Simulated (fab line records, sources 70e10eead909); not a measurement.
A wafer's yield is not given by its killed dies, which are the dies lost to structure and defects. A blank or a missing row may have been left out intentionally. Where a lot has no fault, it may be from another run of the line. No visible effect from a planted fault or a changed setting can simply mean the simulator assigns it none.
Which tool is to blame? + flow nand harc + 24 lots, 72 wafers sampled, at 6 steps of a route of 1302

WHAT THE GAUGES SHOWED, per wafer
The record lacks any reading of a measuring or inspecting step that a usual standard deviation could be used to judge.

TOOL THAT RAN EACH LOT (tool first, then ch and the chambers of the sampled wafers, then the start)
| lot  | NHARC_A_CONTACT_ETCH_116             | NHARC_A_CONTACT_ETCH_120             | NHARC_A_CONTACT_ETCH_123             | NHARC_A_CONTACT_ETCH_90            | NHARC_A_CONTACT_ETCH_78                       | NHARC_A_CONTACT_ETCH_130             |
|------|--------------------------------------|--------------------------------------|--------------------------------------|------------------------------------|-----------------------------------------------|--------------------------------------|
| L074 | har cap etch-02 ch 0,1, day 22 01:50 | har cap etch-02 ch 0,1, day 22 02:45 | har cap etch-02 ch 0,1, day 22 03:31 | rie diel-02 ch 0,1,2, day 22 04:32 | rie diel-12 ch 0,1,3, day 22 12:56 or earlier | har cap etch-01 ch 0,1, day 22 12:56 |
| L075 | har cap etch-03 ch 0,1, day 22 02:17 | har cap etch-03 ch 0,1, day 22 02:58 | har cap etch-03 ch 0,1, day 22 03:29 | rie diel-05 ch 0,1,3, day 22 04:29 | rie diel-12 ch 0,2, day 22 13:35 or earlier   | har cap etch-03 ch 0,1, day 22 13:35 |
| L076 | har cap etch-02 ch 0,1, day 22 07:05 | har cap etch-02 ch 0,1, day 22 07:59 | har cap etch-02 ch 0,1, day 22 08:45 | rie diel-12 ch 0,1,3, day 22 09:49 | rie diel-02 ch 1,3, day 22 18:09 or earlier   | har cap etch-02 ch 0,1, day 22 18:09 |
| L077 | har cap etch-01 ch 0,1, day 23 07:58 | har cap etch-01 ch 0,1, day 23 08:39 | har cap etch-01 ch 0,1, day 23 09:17 | rie diel-02 ch 0,2,3, day 23 10:08 | rie diel-05 ch 0,1,2, day 23 18:56 or earlier | har cap etch-02 ch 0,1, day 23 18:56 |
| L079 | har cap etch-03 ch 0,1, day 23 16:01 | har cap etch-03 ch 0,1, day 23 16:41 | har cap etch-03 ch 0,1, day 23 17:12 | rie diel-02 ch 0,1,3, day 23 18:11 | rie diel-02 ch 0,1,2, day 24 05:56 or earlier | har cap etch-02 ch 0,1, day 24 05:56 |
| L078 | har cap etch-03 ch 0,1, day 24 05:34 | har cap etch-03 ch 0,1, day 24 06:14 | har cap etch-03 ch 0,1, day 24 06:56 | rie diel-05 ch 0,1,3, day 24 07:42 | rie diel-05 ch 0,1, day 24 19:19 or earlier   | har cap etch-03 ch 0,1, day 24 19:19 |
| L081 | har cap etch-01 ch 0,1, day 24 13:07 | har cap etch-01 ch 0,1, day 24 13:48 | har cap etch-01 ch 0,1, day 24 14:19 | rie diel-05 ch 0,1,2, day 24 15:20 | rie diel-05 ch 1,2,3, day 25 02:20 or earlier | har cap etch-01 ch 0,1, day 25 02:20 |
| L082 | har cap etch-02 ch 0,1, day 25 00:52 | har cap etch-02 ch 0,1, day 25 01:32 | har cap etch-02 ch 0,1, day 25 02:04 | rie diel-12 ch 1,2,3, day 25 03:02 | rie diel-02 ch 0,1,3, day 25 11:01 or earlier | har cap etch-03 ch 0,1, day 25 11:01 |
| L080 | har cap etch-03 ch 0,1, day 25 04:05 | har cap etch-03 ch 0,1, day 25 04:47 | har cap etch-03 ch 0,1, day 25 05:25 | rie diel-02 ch 0,1,2, day 25 06:14 | rie diel-12 ch 0,2,3, day 25 16:40 or earlier | har cap etch-02 ch 0,1, day 25 16:40 |
| L083 | har cap etch-01 ch 1, day 25 07:23   | har cap etch-01 ch 1, day 25 08:04   | har cap etch-01 ch 1, day 25 08:39   | rie diel-12 ch 1,2, day 25 09:32   | rie diel-02 ch 0,1,3, day 25 17:57 or earlier | har cap etch-03 ch 0,1, day 25 17:57 |
| L084 | har cap etch-01 ch 0,1, day 25 12:38 | har cap etch-01 ch 0,1, day 25 13:19 | har cap etch-01 ch 0,1, day 25 13:49 | rie diel-02 ch 0,1,2, day 25 14:49 | rie diel-05 ch 0,1,3, day 25 23:28 or earlier | har cap etch-02 ch 0,1, day 25 23:28 |
| L085 | har cap etch-02 ch 0,1, day 26 04:52 | har cap etch-02 ch 0,1, day 26 05:32 | har cap etch-02 ch 0,1, day 26 06:07 | rie diel-05 ch 1,2,3, day 26 07:01 | rie diel-05 ch 0,1, day 26 19:15 or earlier   | har cap etch-03 ch 0,1, day 26 19:15 |
| L086 | har cap etch-01 ch 0,1, day 26 11:54 | har cap etch-01 ch 0,1, day 26 12:35 | har cap etch-01 ch 0,1, day 26 13:13 | rie diel-05 ch 0,1, day 26 14:01   | rie diel-02 ch 1,2,3, day 27 03:29 or earlier | har cap etch-01 ch 0,1, day 27 03:29 |
| L087 | har cap etch-02 ch 0,1, day 26 14:10 | har cap etch-02 ch 0,1, day 26 15:04 | har cap etch-02 ch 0,1, day 26 15:46 | rie diel-02 ch 0,2,3, day 26 16:55 | rie diel-02 ch 0,1,3, day 27 05:54 or earlier | har cap etch-03 ch 0,1, day 27 05:54 |
| L088 | har cap etch-03 ch 0,1, day 27 22:40 | har cap etch-03 ch 0,1, day 27 23:21 | har cap etch-03 ch 0,1, day 27 23:55 | rie diel-05 ch 1,2, day 28 00:49   | rie diel-05 ch 0,3, day 28 09:02 or earlier   | har cap etch-02 ch 0,1, day 28 09:02 |
| L089 | har cap etch-01 ch 0,1, day 27 23:53 | har cap etch-01 ch 0,1, day 28 00:34 | har cap etch-01 ch 0,1, day 28 01:09 | rie diel-05 ch 0,2, day 28 02:02   | rie diel-05 ch 0,1,3, day 28 10:57 or earlier | har cap etch-03 ch 0, day 28 10:57   |
| L090 | har cap etch-01 ch 0,1, day 28 15:07 | har cap etch-01 ch 0,1, day 28 15:48 | har cap etch-01 ch 0,1, day 28 16:22 | rie diel-05 ch 1,3, day 28 17:16   | rie diel-05 ch 0,2,3, day 29 03:31 or earlier | har cap etch-03 ch 0,1, day 29 03:31 |
| L091 | har cap etch-02 ch 0,1, day 28 15:26 | har cap etch-02 ch 0,1, day 28 16:07 | har cap etch-02 ch 0,1, day 28 16:38 | rie diel-05 ch 0,1,2, day 28 17:38 | rie diel-05 ch 0,3, day 29 04:50 or earlier   | har cap etch-01 ch 0,1, day 29 04:50 |
| L092 | har cap etch-02 ch 0,1, day 28 23:50 | har cap etch-02 ch 0,1, day 29 00:32 | har cap etch-02 ch 0,1, day 29 01:02 | rie diel-02 ch 0,2,3, day 29 02:01 | rie diel-05 ch 0,1,2, day 29 10:32 or earlier | har cap etch-02 ch 0,1, day 29 10:32 |
| L093 | har cap etch-02 ch 0,1, day 29 15:16 | har cap etch-02 ch 0,1, day 29 15:56 | har cap etch-02 ch 0,1, day 29 16:34 | rie diel-05 ch 1,2,3, day 29 17:24 | rie diel-05 ch 1,2,3, day 30 02:35 or earlier | har cap etch-03 ch 0,1, day 30 02:35 |
| L096 | har cap etch-01 ch 0,1, day 29 23:17 | har cap etch-01 ch 0,1, day 29 23:58 | har cap etch-01 ch 0,1, day 30 00:32 | rie diel-12 ch 0,1,2, day 30 01:26 | rie diel-12 ch 0,1,2, day 30 09:48 or earlier | har cap etch-02 ch 0,1, day 30 09:48 |
| L094 | har cap etch-02 ch 0,1, day 29 23:31 | har cap etch-02 ch 0,1, day 30 00:11 | har cap etch-02 ch 0,1, day 30 00:46 | rie diel-05 ch 0,1,2, day 30 01:39 | rie diel-05 ch 0,1,3, day 30 10:08 or earlier | har cap etch-03 ch 0,1, day 30 10:08 |
| L095 | har cap etch-01 ch 0,1, day 30 03:24 | har cap etch-01 ch 0,1, day 30 04:05 | har cap etch-01 ch 0,1, day 30 04:43 | rie diel-05 ch 0,3, day 30 05:31   | rie diel-05 ch 0,1,2, day 30 16:03 or earlier | har cap etch-02 ch 0,1, day 30 16:03 |
| L097 | har cap etch-01 ch 0,1, day 31 10:51 | har cap etch-01 ch 0,1, day 31 11:32 | har cap etch-01 ch 0,1, day 31 12:10 | rie diel-05 ch 1,2, day 31 13:00   | rie diel-12 ch 0,1,3, day 31 21:20 or earlier | har cap etch-02 ch 0,1, day 31 21:20 |
- NHARC_A_CONTACT_ETCH_116: etches the open film in C4F8/O2/Ar, time 190 s, target depth 1850 nm.
- NHARC_A_CONTACT_ETCH_120: etches the open film in C4F8/O2/Ar, time 190 s, target depth 1850 nm.
- NHARC_A_CONTACT_ETCH_123: etches the open film in C4F8/O2/Ar, time 490 s, target depth 2110 nm.
- NHARC_A_CONTACT_ETCH_90: etches the open film in CH3F/O2, target depth 40 nm, time 85.7 s.
- NHARC_A_CONTACT_ETCH_78: etches the open film in O2/COS, target depth 5300 nm, time 1378 s.
- NHARC_A_CONTACT_ETCH_130: etches the open film in C4F8/O2/Ar, time 197 s, target depth 1918 nm.

WHAT THE TOOLS THEMSELVES READ (means of the sampled wafers that have a number; where no wafer has one, the mark that the record gives instead)
NHARC_A_CONTACT_ETCH_90. Usual: drypump motor current A 5.9 A, standard deviation 0.43; oes product au 0.96 a.u., standard deviation 0.035; rf vpp V 244.2 V, standard deviation 1.8; showerhead plenum p Torr 2.46 Torr, standard deviation 0.12; throttle valve pct 20.663 %, standard deviation 0.009.
| lot  | tool        | drypump motor current A (A) | oes product au (a.u.) | rf vpp V (V) | showerhead plenum p Torr (Torr) | throttle valve pct (%) | flag |
|------|-------------|-----------------------------|-----------------------|--------------|---------------------------------|------------------------|------|
| L074 | rie diel-02 | 5.8                         | 1.00                  | 245.7        | 2.56                            | 20.657                 |      |
| L075 | rie diel-05 | 6.0                         | 1.00                  | 244.8        | 2.46                            | 20.666                 |      |
| L076 | rie diel-12 | 5.7                         | 1.01                  | 244.0        | 2.41                            | 20.669                 |      |
| L077 | rie diel-02 | 6.1                         | 0.93                  | 244.1        | 2.46                            | 20.662                 |      |
| L079 | rie diel-02 | 5.6                         | 0.92                  | 244.6        | 2.54                            | 20.658                 |      |
| L078 | rie diel-05 | 6.0                         | 0.93                  | 244.2        | 2.45                            | 20.660                 |      |
| L081 | rie diel-05 | 6.0                         | 0.99                  | 243.7        | 2.41                            | 20.664                 |      |
| L082 | rie diel-12 | 5.8                         | 0.92                  | 245.4        | 2.52                            | 20.664                 |      |
| L080 | rie diel-02 | 5.8                         | 1.00                  | 245.1        | 2.55                            | 20.666                 |      |
| L083 | rie diel-12 | 5.6                         | 0.93                  | 245.8        | 2.56                            | 20.655                 |      |
| L084 | rie diel-02 | 5.8                         | 0.93                  | 245.1        | 2.55                            | 20.666                 |      |
| L085 | rie diel-05 | 5.9                         | 0.92                  | 244.6        | 2.48                            | 20.667                 |      |
| L086 | rie diel-05 | 6.1                         | 0.99                  | 243.0        | 2.37                            | 20.663                 |      |
| L087 | rie diel-02 | 6.1                         | 0.99                  | 242.9        | 2.45                            | 20.659                 |      |
| L088 | rie diel-05 | 5.9                         | 0.98                  | 244.0        | 2.45                            | 20.664                 |      |
| L089 | rie diel-05 | 5.9                         | 0.99                  | 242.3        | 2.35                            | 20.651                 |      |
| L090 | rie diel-05 | 6.0                         | 0.98                  | 245.2        | 2.54                            | 20.667                 |      |
| L091 | rie diel-05 | 6.0                         | 0.92                  | 243.4        | 2.41                            | 20.663                 |      |
| L092 | rie diel-02 | 6.1                         | 0.93                  | 243.8        | 2.44                            | 20.662                 |      |
| L093 | rie diel-05 | 5.9                         | 0.94                  | 245.3        | 2.48                            | 20.662                 |      |
| L096 | rie diel-12 | 5.5                         | 0.92                  | 245.5        | 2.56                            | 20.661                 |      |
| L094 | rie diel-05 | 6.0                         | 0.99                  | 243.3        | 2.40                            | 20.659                 |      |
| L095 | rie diel-05 | 5.9                         | 0.97                  | 242.7        | 2.34                            | 20.645                 |      |
| L097 | rie diel-05 | 6.0                         | 0.92                  | 243.6        | 2.44                            | 20.671                 |      |

NHARC_A_CONTACT_ETCH_78. Usual: drypump motor current A 5.8 A, standard deviation 0.46; oes product au 0.995 a.u., standard deviation 0.012; rf vpp V 314.1 V, standard deviation 2.2; showerhead plenum p Torr 3.13 Torr, standard deviation 0.15; throttle valve pct 28.329 %, standard deviation 0.0091.
| lot  | tool        | drypump motor current A (A) | oes product au (a.u.) | rf vpp V (V) | showerhead plenum p Torr (Torr) | throttle valve pct (%) | flag |
|------|-------------|-----------------------------|-----------------------|--------------|---------------------------------|------------------------|------|
| L074 | rie diel-12 | 5.7                         | 0.997                 | 313.2        | 3.06                            | 28.338                 |      |
| L075 | rie diel-12 | 5.0                         | 1.011                 | 313.3        | 3.07                            | 28.326                 |      |
| L076 | rie diel-02 | 5.7                         | 0.996                 | 313.7        | 3.12                            | 28.328                 |      |
| L077 | rie diel-05 | 6.0                         | 1.010                 | 313.4        | 3.07                            | 28.333                 |      |
| L079 | rie diel-02 | 5.8                         | 1.001                 | 315.7        | 3.24                            | 28.326                 |      |
| L078 | rie diel-05 | 6.1                         | 1.011                 | 313.7        | 3.13                            | 28.323                 |      |
| L081 | rie diel-05 | 5.9                         | 0.992                 | 314.1        | 3.15                            | 28.330                 |      |
| L082 | rie diel-02 | 5.6                         | 1.006                 | 315.4        | 3.22                            | 28.329                 |      |
| L080 | rie diel-12 | 5.3                         | 1.003                 | 314.7        | 3.14                            | 28.327                 |      |
| L083 | rie diel-02 | 5.6                         | 1.001                 | 316.1        | 3.21                            | 28.325                 |      |
| L084 | rie diel-05 | 6.0                         | 0.984                 | 313.2        | 3.11                            | 28.332                 |      |
| L085 | rie diel-05 | 6.1                         | 0.987                 | 314.3        | 3.13                            | 28.338                 |      |
| L086 | rie diel-02 | 5.8                         | 0.995                 | 314.0        | 3.12                            | 28.332                 |      |
| L087 | rie diel-02 | 5.6                         | 0.997                 | 314.9        | 3.21                            | 28.331                 |      |
| L088 | rie diel-05 | 5.8                         | 0.992                 | 314.7        | 3.08                            | 28.323                 |      |
| L089 | rie diel-05 | 6.0                         | 0.980                 | 314.0        | 3.11                            | 28.323                 |      |
| L090 | rie diel-05 | 5.9                         | 0.990                 | 312.2        | 3.03                            | 28.332                 |      |
| L091 | rie diel-05 | 5.9                         | 0.981                 | 313.6        | 3.08                            | 28.331                 |      |
| L092 | rie diel-05 | 6.0                         | 0.998                 | 313.2        | 3.05                            | 28.322                 |      |
| L093 | rie diel-05 | 6.0                         | 0.990                 | 314.3        | 3.15                            | 28.329                 |      |
| L096 | rie diel-12 | 5.5                         | 1.001                 | 315.9        | 3.24                            | 28.335                 |      |
| L094 | rie diel-05 | 6.0                         | 0.989                 | 314.5        | 3.10                            | 28.327                 |      |
| L095 | rie diel-05 | 6.0                         | 0.985                 | 314.2        | 3.05                            | 28.328                 |      |
| L097 | rie diel-12 | 5.7                         | 0.996                 | 315.6        | 3.18                            | 28.330                 |      |

THE ANSWER, worked out from the rows above alone
Rule: take the mean of a lot's wafers that have a number; if it is more than 3 standard deviations from the usual mean, the lot is off. A lot without any number at a reading at which 4 lots or more have one is off too. Any other lot the step has rows for is counted as sound. First the gauges in route order, then the tools' own readings, where a lot's mean is used as printed above. At the first step where some lot is off, the reading lying furthest off is the one used; lots without a number count as furthest.
None of the lots is off at any reading shown; this tells nothing.

WHAT HAD BEEN PUT IN BY THE SIMULATOR
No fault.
